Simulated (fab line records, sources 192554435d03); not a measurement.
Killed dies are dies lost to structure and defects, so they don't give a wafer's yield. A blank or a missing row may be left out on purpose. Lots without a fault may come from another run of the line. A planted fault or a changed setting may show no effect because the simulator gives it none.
fab line records | flow n5_finfet
record lots=13 wafers=39 last_day=17
route steps=1938 shown HKMG_FIN@442 PAD_METAL@1893 PASSIVATION@1936
lots that met no fault: from a run of the same line without faults
start_h: hours from the record's first day to the start of the lot's first wafer shown | wait_h: hours since the lot's step before | " the same as in the row above | L1.1+2: a row that stands for several wafers | - no value, or no start given | * or withheld: withheld | < > ~ a bound
route shown NAME@n: a module of which the file shows steps, and the number in the route of the first | usual: mean/standard deviation of fault-free wafers | same: alike in all rows | chamber/n: place in a boat | sites: the reading at each site | _std_site: their standard deviation | _edge_site: outer sites' mean less inner sites' | radius_mm: how far each site lies from the wafer's centre | mask NAME#n: copy n | behind: the tool/chamber that last shaped the wafer | hold: why the lot was held/for how many hours/how that ended | device: the transistor (n, p or np) that didn't switch | end of line: the same wafers' tests at the end of the route | a step without rows: its recipe alone | killed: dies lost to structure and defects at the first sort, not the wafer's yield | map: a wafer's dies, x killed, . not, _ none there
set.NAME: the setting as run; set.NAME@STEP: as run at that earlier step | model.NAME: the simulator's own value behind a step, which no gauge read
steps of the route over a sample of lots; a table a step, a row a wafer
services: from which hour (start_h, from the record's first day; less than 0 if before it) a tool's chamber was out of use, for how many hours, and why
## steps
# step N5_HKMG_FIN_ALD_91
# recipe material=TiN target_thk_a=10 temp_c=400 ald_precursor_family=TiCl4 ald_co_reactant=NH3 pulse_time_s=1 purge_time_s=3 co_reactant_purge_time_s=2 co_reactant_pulse_time_s=2 ald_cycles=47 pressure_torr=3
# usual heater_power_outer_w=562/45 heater_power_w=912/67 precursor_pulse_height_rel=1.000/0.02
# same pulse_time_s=1
# columns lot.wafer tool chamber start_h wait_h heater_power_outer_w heater_power_w precursor_pulse_height_rel
L702.2 ald_metal-02 0 76.49 0.3 548 857 1.003
L702.3 " 1 " " 553 935 0.962
L702.4 " 2 " " 561 924 0.965
L703.1 ald_metal-02 0 85.81 0.3 545 855 1.010
L703.2 " 2 " " 582 958 1.060
L703.5 " 0 " " 542 866 1.025
L704.2 ald_metal-02 2 92.17 0.3 577 909 1.017
L704.4 " 0 " " 555 857 0.979
L704.5 " 3 " " 631 979 1.027
L707.1 ald_metal-03 2 105.99 0.3 610 967 1.031
L707.3 " 3 " " 497 828 0.989
L707.5 " 0 " " 540 915 0.999
L708.2 ald_metal-03 2 117.95 0.3 594 962 1.003
L708.5 " 0 " " 553 922 0.989
L708.6 " 3 " " 499 821 0.978
L709.1 ald_metal-03 3 119.48 0.3 503 858 1.004
L709.2 " 0 " " 566 924 0.986
L709.3 " 2 " " 599 988 0.963
L710.1 ald_metal-02 3 126.61 0.3 618 978 1.001
L710.3 " 0 " " 553 830 1.004
L710.5 " 1 " " 550 929 0.998
L712.1 ald_metal-02 0 136.39 0.3 541 874 1.014
L712.3 " 1 " " 545 915 1.003
L712.6 " 3 " " 626 987 0.986
L714.3 ald_metal-02 2 148.34 0.1 573 931 0.993
L714.4 " 1 " " 546 926 1.006
L714.5 " 0 " " 555 863 1.032
L716.2 ald_metal-02 2 157.71 0.3 577 903 0.993
L716.3 " 3 " " 601 980 0.983
L716.5 " 3 " " 623 987 1.010
L721.1 ald_metal-03 2 189.88 0.3 597 989 1.027
L721.4 " 0 " " 560 923 0.977
L721.6 " 3 " " 508 847 1.009
L723.1 ald_metal-03 0 203.57 0.3 573 938 1.020
L723.2 " 1 " " 502 822 0.985
L723.3 " 3 " " 504 831 1.038
L724.1 ald_metal-01 2 207.15 0.3 476 786 0.990
L724.3 " 1 " " 611 982 0.964
L724.4 " 3 " " 609 1003 1.009
# step N5_PASSIVATION_DEGAS_18
# recipe ambient=vacuum temp_c=300 time_s=60
# usual heater_power_w=420/47
# columns lot.wafer tool chamber start_h wait_h heater_power_w
L702.2 pvd_sputter-03 - 263.11 0.2 413
L702.3 " - " " 450
L702.4 " - " " 367
L703.1 pvd_sputter-02 - 277.67 0.1 433
L703.2 " - " " 414
L703.5 " - " " 468
L704.2 pvd_sputter-02 - 278.09 0.5 475
L704.4 " - " " 482
L704.5 " - " " 424
L712.1 pvd_sputter-03 - 304.76 0.2 456
L712.3 " - " " 372
L712.6 " - " " 406
L707.1 pvd_sputter-03 - 305.32 0.3 403
L707.3 " - " " 365
L707.5 " - " " 407
L708.2 pvd_sputter-03 - 305.98 0.6 458
L708.5 " - " " 402
L708.6 " - " " 365
L709.1 pvd_sputter-01 - 307.91 0.7 516
L709.2 " - " " 435
L709.3 " - " " 361
L710.1 pvd_sputter-03 - 314.70 1.4 402
L710.3 " - " " 418
L710.5 " - " " 415
L714.3 pvd_sputter-01 - 336.54 0.3 352
L714.4 " - " " 443
L714.5 " - " " 347
L716.2 pvd_sputter-02 - 348.89 0.1 470
L716.3 " - " " 436
L716.5 " - " " 428
L723.1 pvd_sputter-03 - 373.83 0.1 418
L723.2 " - " " 367
L723.3 " - " " 405
L721.1 pvd_sputter-03 - 376.98 0.0 453
L721.4 " - " " 412
L721.6 " - " " 400
L724.1 pvd_sputter-03 - 395.19 0.5 404
L724.3 " - " " 407
L724.4 " - " " 461
# step N5_PASSIVATION_PROBE_49
# usual defect_limited_yield=91.2/1.4 killed_at_M0_to_M3=34/9.4 killed_at_M4_up=13/5.8 killed_at_contacts=13/6.4 killed_at_front_end=41/11 killed_at_other=3.1/2.3 killed_dies=103/16 killed_on_rim=13/3.4 killed_open=69/12 killed_short=33/7.8 sort_bin_5_function=5.1/0.91 sort_bin_6_memory=3.3/0.63 sort_n_pass=1077/16 sort_yield_pct=91.2/1.4
# same gross_dies=1180 killed_at_back_side=0 sort_bin_4_leakage[%]=0 sort_bin_8_speed[%]=0
# columns lot.wafer tool chamber start_h wait_h defect_limited_yield[%] killed_at_M0_to_M3 killed_at_M4_up killed_at_contacts killed_at_front_end killed_at_other killed_dies killed_on_rim killed_open killed_short sort_bin_5_function[%] sort_bin_6_memory[%] sort_n_pass sort_yield_pct[%]
L707.3 prober-01 - 311.48 0.1 92.5 31 11 6 40 0 88 15 55 32 4.2 3.1 1092 92.5
L716.2 prober-01 - 355.35 0.1 84.5 31 15 12 123 2 183 36 74 35 8.7 4.2 997 84.5
L716.3 prober-01 - 355.40 0.1 92.1 29 7 12 39 6 93 12 69 22 4.2 3.6 1087 92.1
L716.5 prober-01 - 355.50 0.2 91.0 25 10 15 52 4 106 10 74 28 5.1 3.5 1074 91.0
# killed by level:class
L707.3 FIN_SAQP:geometric_particle:short=9 FIN_SAQP:geometric_particle:open=8 BEOL_M0_SAQP:geometric_particle:open=6 GATE_CUT:geometric_particle:short=5 MOL_CONTACT_COAG:geometric_particle:open=5 BEOL_M1:geometric_particle:open=5 BEOL_M2:geometric_particle:open=5 BEOL_M4:geometric_particle:open=5
L716.2 HKMG_FIN:unspecified=73 STI_FIN_REVEAL:geometric_particle:open=17 MOL_CONTACT_COAG:geometric_particle:open=11 BEOL_M0_SAQP:geometric_particle:open=10 BEOL_M0_SAQP:geometric_particle:short=7 ILD0:geometric_particle:open=5 ILD0:geometric_particle:short=5 GATE_CUT:geometric_particle:short=5
L716.3 MOL_CONTACT_COAG:geometric_particle:open=12 BEOL_M3:geometric_particle:open=11 STI_FIN_REVEAL:geometric_particle:open=10 FIN_SAQP:geometric_particle:open=5 BEOL_M1:geometric_particle:open=5 BEOL_M3:geometric_particle:short=4 BEOL_M0_SAQP:geometric_particle:open=4 STARTING-WAFER:geometric_particle:open=4
L716.5 STI_FIN_REVEAL:geometric_particle:open=22 MOL_CONTACT_COAG:geometric_particle:open=11 BEOL_M0_SAQP:geometric_particle:open=8 DUMMY_GATE:geometric_particle:open=6 ILD0:geometric_particle:open=6 STI_FIN_REVEAL:geometric_particle:short=5 BEOL_M0_SAQP:geometric_particle:short=5 MOL_CONTACT_COAG:geometric_particle:short=4
## services
# columns tool chamber start_h hours kind
ald_metal-03 - 54.53 1.5 repair
ald_metal-02 - 71.30 3.2 repair
ald_metal-01 - 75.50 1.8 repair
ald_metal-01 0 95.04 5.9 repair
ald_metal-01 1 95.83 26.9 repair
pvd_sputter-01 - 96.99 3.6 repair
ald_metal-03 1 114.09 13.3 repair
ald_metal-01 - 123.29 0.6 repair
ald_metal-03 1 134.76 5.5 repair
pvd_sputter-03 - 168.44 10.5 repair
ald_metal-03 3 178.68 - calibration
ald_metal-03 - 206.57 4.3 pm
ald_metal-01 0 211.37 11.5 repair
ald_metal-01 1 217.23 12.6 repair
ald_metal-02 3 230.95 3.0 repair
ald_metal-01 0 264.08 25.0 repair
ald_metal-03 - 290.88 8.7 pm
ald_metal-03 - 337.25 14.0 pm
ald_metal-03 0 337.25 14.0 vent_cycle
ald_metal-03 1 337.25 14.0 vent_cycle
ald_metal-02 - 340.13 8.7 pm
pvd_sputter-03 - 340.49 2.0 repair
ald_metal-02 1 351.71 25.0 repair
ald_metal-03 - 385.07 2.8 pm
## key
first_sign step=N5_PASSIVATION_PROBE_49 reading=killed_at_front_end direction=up sigmas=7.3 usual=41 struck=123
effect step=N5_PASSIVATION_PROBE_49 reading=killed_dies direction=up sigmas=4.9 usual=103 struck=183
more_kills_born_at N5_HKMG_FIN_ALD_91@ald_metal-02=73
met_at N5_HKMG_FIN_ALD_91
struck_lots L716
struck_wafers L716.2
not_acting_at N5_PASSIVATION_DEGAS_18
onset_between 148.34 157.71
fault kind=chamber_particle_source tool=ald_metal-02 chamber=2 onset_h=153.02 steps=N5_HKMG_FIN_ALD_91 rate_per_visit_cm2=1.0696 end_h=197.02
